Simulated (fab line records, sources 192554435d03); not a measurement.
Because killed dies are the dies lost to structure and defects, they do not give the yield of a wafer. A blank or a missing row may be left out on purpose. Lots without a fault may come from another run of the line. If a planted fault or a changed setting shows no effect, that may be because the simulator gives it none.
Which tool was responsible? + flow n5_finfet + 72 wafers from 24 lots sampled at 4 of the route's 1938 steps

## WHAT THE GAUGES READ, wafer by wafer
N5_BEOL_M10_CD_MEAS_11: target cd 64.1 nm.
| lot  | measured     | on        | cd_nm (nm)     |
|------|--------------|-----------|----------------|
| L074 | day 9 21:55  | cd_sem-03 | 64.5 63.8 63.6 |
| L075 | day 10 15:48 | cd_sem-02 | 64.3 64.6 64.7 |
| L077 | day 10 16:34 | cd_sem-02 | 64.7 64.7 66.2 |
| L078 | day 10 19:22 | cd_sem-01 | 63.6 64.4 64.7 |
| L076 | day 10 20:06 | cd_sem-01 | 63.9 64.7 63.4 |
| L081 | day 11 06:16 | cd_sem-01 | 64.1 63.1 64.5 |
| L079 | day 11 07:37 | cd_sem-01 | 64.5 64.3 64.3 |
| L080 | day 11 17:31 | cd_sem-01 | 65.3 64.6 65.0 |
| L082 | day 11 22:05 | cd_sem-02 | 64.5 65.0 64.6 |
| L083 | day 12 06:58 | cd_sem-01 | 62.9 63.7 65.4 |
| L084 | day 13 03:50 | cd_sem-03 | 63.9 62.5 64.5 |
| L088 | day 13 07:10 | cd_sem-01 | 63.5 63.6 64.0 |
| L085 | day 13 07:45 | cd_sem-03 | 64.8 64.5 64.4 |
| L086 | day 13 12:08 | cd_sem-02 | 64.3 62.5 63.7 |
| L087 | day 13 22:02 | cd_sem-03 | 63.5 64.2 64.2 |
| L089 | day 14 07:04 | cd_sem-02 | 63.5 62.9 64.8 |
| L090 | day 14 08:35 | cd_sem-01 | 64.9 63.8 64.2 |
| L092 | day 14 08:49 | cd_sem-03 | 63.7 63.7 64.5 |
| L091 | day 14 09:57 | cd_sem-03 | 62.7 63.8 63.9 |
| L093 | day 14 16:35 | cd_sem-03 | 63.9 64.7 64.2 |
| L094 | day 15 13:00 | cd_sem-02 | 65.2 64.2 64.6 |
| L097 | day 15 13:24 | cd_sem-01 | 63.5 64.7 64.6 |
| L096 | day 15 17:20 | cd_sem-02 | 64.4 64.6 64.2 |
| L095 | day 15 17:44 | cd_sem-03 | 64.2 65.5 64.3 |

## EACH LOT AND THE TOOL THAT RAN IT (in order: tool; ch and the chambers of the sampled wafers; start)
| lot  | N5_BEOL_M9_DEGAS_44          | N5_BEOL_M9_SPUTTER_48        | N5_BEOL_M9_CMP_52             |
|------|------------------------------|------------------------------|-------------------------------|
| L074 | pvd_sputter-01, day 9 17:55  | pvd_sputter-01, day 9 18:46  | cmp-02 ch 1,2, day 9 19:29    |
| L075 | pvd_sputter-03, day 10 12:01 | pvd_sputter-01, day 10 12:53 | cmp-02 ch 0,1,2, day 10 13:38 |
| L077 | pvd_sputter-01, day 10 12:48 | pvd_sputter-01, day 10 13:38 | cmp-03 ch 0,1, day 10 14:13   |
| L078 | pvd_sputter-02, day 10 15:59 | pvd_sputter-03, day 10 17:10 | cmp-04 ch 0,3, day 10 17:44   |
| L076 | pvd_sputter-02, day 10 16:22 | pvd_sputter-03, day 10 17:14 | cmp-02 ch 0,2,3, day 10 18:02 |
| L081 | pvd_sputter-02, day 11 01:46 | pvd_sputter-01, day 11 02:59 | cmp-03 ch 0,2,3, day 11 03:50 |
| L079 | pvd_sputter-02, day 11 02:03 | pvd_sputter-02, day 11 04:32 | cmp-03 ch 0,1,3, day 11 05:04 |
| L080 | pvd_sputter-03, day 11 13:35 | pvd_sputter-01, day 11 14:12 | cmp-03 ch 1,2,3, day 11 15:28 |
| L082 | pvd_sputter-02, day 11 17:10 | pvd_sputter-02, day 11 17:49 | cmp-04 ch 2,3, day 11 20:14   |
| L083 | pvd_sputter-01, day 12 01:59 | pvd_sputter-03, day 12 02:49 | cmp-04 ch 1,2,3, day 12 03:42 |
| L084 | pvd_sputter-02, day 12 22:58 | pvd_sputter-03, day 12 23:59 | cmp-03 ch 1,2,3, day 13 00:33 |
| L088 | pvd_sputter-01, day 13 04:04 | pvd_sputter-02, day 13 04:53 | cmp-03 ch 1,2, day 13 05:33   |
| L085 | pvd_sputter-03, day 13 04:17 | pvd_sputter-02, day 13 05:09 | cmp-04 ch 1,2,3, day 13 05:44 |
| L086 | pvd_sputter-03, day 13 06:32 | pvd_sputter-01, day 13 07:10 | cmp-02 ch 0,1,3, day 13 07:52 |
| L087 | pvd_sputter-02, day 13 16:44 | pvd_sputter-03, day 13 18:59 | cmp-02 ch 1,2,3, day 13 19:55 |
| L089 | pvd_sputter-03, day 14 02:30 | pvd_sputter-02, day 14 03:24 | cmp-04 ch 1,2, day 14 03:56   |
| L090 | pvd_sputter-02, day 14 03:11 | pvd_sputter-03, day 14 04:55 | cmp-03 ch 0,1,2, day 14 05:40 |
| L092 | pvd_sputter-03, day 14 05:13 | pvd_sputter-02, day 14 05:58 | cmp-04 ch 0,1,2, day 14 06:29 |
| L091 | pvd_sputter-03, day 14 05:35 | pvd_sputter-03, day 14 06:35 | cmp-02 ch 0,1, day 14 07:07   |
| L093 | pvd_sputter-03, day 14 12:18 | pvd_sputter-03, day 14 13:26 | cmp-03 ch 1,2, day 14 13:58   |
| L094 | pvd_sputter-02, day 15 04:50 | pvd_sputter-01, day 15 08:12 | cmp-02 ch 0,2,3, day 15 08:46 |
| L097 | pvd_sputter-03, day 15 08:50 | pvd_sputter-03, day 15 09:32 | cmp-03 ch 0,1,3, day 15 10:18 |
| L096 | pvd_sputter-03, day 15 13:39 | pvd_sputter-03, day 15 14:20 | cmp-04 ch 0,2, day 15 14:51   |
| L095 | pvd_sputter-03, day 15 13:44 | pvd_sputter-03, day 15 14:25 | cmp-03 ch 2,3, day 15 15:00   |
- N5_BEOL_M9_DEGAS_44: time 60 s.
- N5_BEOL_M9_SPUTTER_48: material Cu, target thk 12 nm, time 2 s.
- N5_BEOL_M9_CMP_52: polishes, stops on SiCOH lowk, t overpolish 7 s, target thk 140 nm.

## WHAT THE TOOLS THEMSELVES READ (means of the sampled wafers that have a number; where no wafer has one, the mark that the record gives instead)
N5_BEOL_M9_DEGAS_44.
| lot  | tool           | heater_power_w (W) |
|------|----------------|--------------------|
| L074 | pvd_sputter-01 | 346                |
| L075 | pvd_sputter-03 | 303                |
| L077 | pvd_sputter-01 | 353                |
| L078 | pvd_sputter-02 | 315                |
| L076 | pvd_sputter-02 | 321                |
| L081 | pvd_sputter-02 | 306                |
| L079 | pvd_sputter-02 | 293                |
| L080 | pvd_sputter-03 | 308                |
| L082 | pvd_sputter-02 | 310                |
| L083 | pvd_sputter-01 | 351                |
| L084 | pvd_sputter-02 | 297                |
| L088 | pvd_sputter-01 | 351                |
| L085 | pvd_sputter-03 | 298                |
| L086 | pvd_sputter-03 | 331                |
| L087 | pvd_sputter-02 | 319                |
| L089 | pvd_sputter-03 | 323                |
| L090 | pvd_sputter-02 | 297                |
| L092 | pvd_sputter-03 | 331                |
| L091 | pvd_sputter-03 | 320                |
| L093 | pvd_sputter-03 | 289                |
| L094 | pvd_sputter-02 | 331                |
| L097 | pvd_sputter-03 | 308                |
| L096 | pvd_sputter-03 | 306                |
| L095 | pvd_sputter-03 | 304                |

N5_BEOL_M9_SPUTTER_48.
| lot  | tool           | chuck_gas_flow_sccm (sccm) | throttle_valve_pct (%) |
|------|----------------|----------------------------|------------------------|
| L074 | pvd_sputter-01 | 1.31                       | 30.1                   |
| L075 | pvd_sputter-01 | 1.27                       | 30.4                   |
| L077 | pvd_sputter-01 | 1.25                       | 29.7                   |
| L078 | pvd_sputter-03 | 1.27                       | 29.1                   |
| L076 | pvd_sputter-03 | 1.30                       | 28.9                   |
| L081 | pvd_sputter-01 | 1.27                       | 30.2                   |
| L079 | pvd_sputter-02 | 1.29                       | 30.5                   |
| L080 | pvd_sputter-01 | 1.21                       | 30.9                   |
| L082 | pvd_sputter-02 | 1.24                       | 30.2                   |
| L083 | pvd_sputter-03 | 1.25                       | 28.6                   |
| L084 | pvd_sputter-03 | 1.23                       | 28.2                   |
| L088 | pvd_sputter-02 | 1.26                       | 30.1                   |
| L085 | pvd_sputter-02 | 1.23                       | 30.0                   |
| L086 | pvd_sputter-01 | 1.25                       | 31.4                   |
| L087 | pvd_sputter-03 | 1.28                       | 29.3                   |
| L089 | pvd_sputter-02 | 1.27                       | 29.7                   |
| L090 | pvd_sputter-03 | 1.21                       | 29.4                   |
| L092 | pvd_sputter-02 | 1.28                       | 30.2                   |
| L091 | pvd_sputter-03 | 1.34                       | 29.9                   |
| L093 | pvd_sputter-03 | 1.29                       | 29.2                   |
| L094 | pvd_sputter-01 | 1.27                       | 30.6                   |
| L097 | pvd_sputter-03 | 1.26                       | 28.4                   |
| L096 | pvd_sputter-03 | 1.20                       | 29.5                   |
| L095 | pvd_sputter-03 | 1.25                       | 29.7                   |

N5_BEOL_M9_CMP_52.
| lot  | tool   | barrier_field_endpoint_s (s) | motor_current_A (A) | overpolish_run_s (s) | time_to_endpoint_s (s) |
|------|--------|------------------------------|---------------------|----------------------|------------------------|
| L074 | cmp-02 | 28.7                         | 6.5                 | 6.995                | 67                     |
| L075 | cmp-02 | 29.2                         | 6.6                 | 6.995                | 69                     |
| L077 | cmp-03 | 29.4                         | 6.2                 | 7.003                | 63                     |
| L078 | cmp-04 | 29.9                         | 5.9                 | 6.995                | 72                     |
| L076 | cmp-02 | 28.5                         | 6.3                 | 7.001                | 62                     |
| L081 | cmp-03 | 29.0                         | 6.1                 | 6.994                | 70                     |
| L079 | cmp-03 | 28.8                         | 6.3                 | 6.995                | 67                     |
| L080 | cmp-03 | 28.9                         | 6.1                 | 7.002                | 68                     |
| L082 | cmp-04 | 29.8                         | 5.9                 | 6.997                | 69                     |
| L083 | cmp-04 | 30.1                         | 6.3                 | 6.994                | 72                     |
| L084 | cmp-03 | 28.8                         | 6.5                 | 7.000                | 68                     |
| L088 | cmp-03 | 28.3                         | 6.4                 | 6.989                | 66                     |
| L085 | cmp-04 | 29.8                         | 6.3                 | 7.003                | 67                     |
| L086 | cmp-02 | 29.7                         | 6.3                 | 7.005                | 70                     |
| L087 | cmp-02 | 29.7                         | 6.3                 | 6.996                | 69                     |
| L089 | cmp-04 | 29.5                         | 6.1                 | 7.011                | 72                     |
| L090 | cmp-03 | 29.5                         | 6.3                 | 6.997                | 66                     |
| L092 | cmp-04 | 28.9                         | 5.8                 | 6.993                | 69                     |
| L091 | cmp-02 | 29.1                         | 6.5                 | 7.009                | 65                     |
| L093 | cmp-03 | 29.3                         | 6.3                 | 6.998                | 65                     |
| L094 | cmp-02 | 29.5                         | 6.4                 | 6.994                | 69                     |
| L097 | cmp-03 | 29.4                         | 6.3                 | 7.001                | 70                     |
| L096 | cmp-04 | 29.1                         | 5.5                 | 7.004                | 71                     |
| L095 | cmp-03 | 28.2                         | 6.3                 | 7.001                | 64                     |

## THE ANSWER, worked out from the rows above alone
Rule: the usual values come from the lots themselves. Put in order of their means at a reading, lots are off if they are a third of the lots or fewer, leave a main group of 4 or more, and stand apart from it by a gap of 3 or more times the standard deviation of the main group's means; of several such gaps the widest counts. A main group is skipped when, at the precision printed for the reading in the tables above, its means are all equal. A lot without any number at a reading at which 4 lots or more have one is off too. The other lots that the step has rows for count as sound. After the gauges, taken in route order, come the tools' own readings; for these a lot's mean is taken, as printed above. At the first step where some lot is off, the reading lying furthest off is the one used; lots without a number count as furthest.
No lot is off at any reading shown: from this, nothing can be told.

## WHAT THE SIMULATOR PUT IN
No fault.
